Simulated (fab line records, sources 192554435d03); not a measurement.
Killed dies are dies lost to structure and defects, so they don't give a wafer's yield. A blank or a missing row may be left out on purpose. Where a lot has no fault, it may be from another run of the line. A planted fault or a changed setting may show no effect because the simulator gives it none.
Which tool is to blame?	flow n5 finfet	Sampling: 9 lots, 27 wafers, 5 of 1938 route steps

## WHAT THE GAUGES SHOWED, per wafer
N5_BEOL_M3_INSPECT_59: inspects for defects (darkfield).
lot	measured	on	raw defect count
L972	day 7 16:07	defect inspect-02	77 42 57
L974	day 7 20:55	defect inspect-01	38 38 46
L977	day 8 23:36	defect inspect-02	578 95 58
L987	day 11 09:52	defect inspect-01	95 65 52
L988	day 11 10:10	defect inspect-02	35 60 54
L989	day 11 14:49	defect inspect-02	76 67 75
L991	day 11 23:26	defect inspect-02	86 110 162
L993	day 13 01:12	defect inspect-01	77 49 76
L995	day 13 08:42	defect inspect-02	133 70 92

## WHAT TOOL EACH LOT RAN ON (gives the tool, then ch and the chambers of the sampled wafers, and finally the start)
lot	N5_BEOL_M3_ANNEAL_80	N5_BEOL_M3_ANNEAL_95	N5_BEOL_M3_SPUTTER_96	N5_BEOL_M3_PRE_CLEAN_60
L972	pvd sputter-02, day 7 13:25	pvd sputter-02, day 7 14:44	pvd sputter-02, day 7 14:52	cvd co-01 ch 0,1,2, day 7 15:52
L974	pvd sputter-03, day 7 18:19	pvd sputter-03, day 7 19:38	pvd sputter-03, day 7 19:46	cvd co-02 ch 0,1,2, day 7 20:40
L977	pvd sputter-01, day 8 21:04	pvd sputter-01, day 8 22:23	pvd sputter-01, day 8 22:31	cvd co-01 ch 0,1,2, day 8 23:20
L987	pvd sputter-02, day 11 07:19	pvd sputter-02, day 11 08:38	pvd sputter-02, day 11 08:47	cvd co-02 ch 0,1, day 11 09:37
L988	pvd sputter-03, day 11 07:37	pvd sputter-03, day 11 08:56	pvd sputter-03, day 11 09:04	cvd co-01 ch 0,1, day 11 09:55
L989	pvd sputter-02, day 11 12:16	pvd sputter-02, day 11 13:35	pvd sputter-02, day 11 13:43	cvd co-01 ch 1,2, day 11 14:32
L991	pvd sputter-03, day 11 20:48	pvd sputter-03, day 11 22:07	pvd sputter-03, day 11 22:16	cvd co-01 ch 0,2, day 11 23:10
L993	pvd sputter-03, day 12 22:31	pvd sputter-03, day 12 23:50	pvd sputter-03, day 12 23:58	cvd co-01 ch 0,1, day 13 00:57
L995	pvd sputter-01, day 13 06:07	pvd sputter-01, day 13 07:26	pvd sputter-01, day 13 07:35	cvd co-02 ch 0,1,2, day 13 08:27
- N5_BEOL_M3_ANNEAL_80: time 240 s.
- N5_BEOL_M3_ANNEAL_95: time 240 s.
- N5_BEOL_M3_SPUTTER_96: material Cu, target thk 4.5 nm, time 8.29 s.
- N5_BEOL_M3_PRE_CLEAN_60: time 15 s.

## THE ANSWER, worked out from the rows above alone
Rule: the lots themselves supply what counts as usual. The widest of any qualifying gaps counts: lots, ordered by their means at a reading, are off when they make up no more than a third of the lots, leave a main group of 4 or more, and stand apart from it by 3 or more times the standard deviation of that group's means. A main group is skipped when, at the precision printed for the reading in the tables above, its means are all equal. A lot without any number at a reading at which 4 lots or more have one is off too. Any other lot the step has rows for is counted as sound.
Off: L977, at N5_BEOL_M3_INSPECT_59 (raw defect count). The main group has a mean of 72 with a standard deviation of 24.
A tool fits if, at a process step before that reading, it ran every lot that is off, and no sound lot after the first of them. The gauges at N5_BEOL_M3_INSPECT_59 are tried like those tools. Not one of the candidates tried fits.

## WHAT WAS PUT IN BY THE SIMULATOR
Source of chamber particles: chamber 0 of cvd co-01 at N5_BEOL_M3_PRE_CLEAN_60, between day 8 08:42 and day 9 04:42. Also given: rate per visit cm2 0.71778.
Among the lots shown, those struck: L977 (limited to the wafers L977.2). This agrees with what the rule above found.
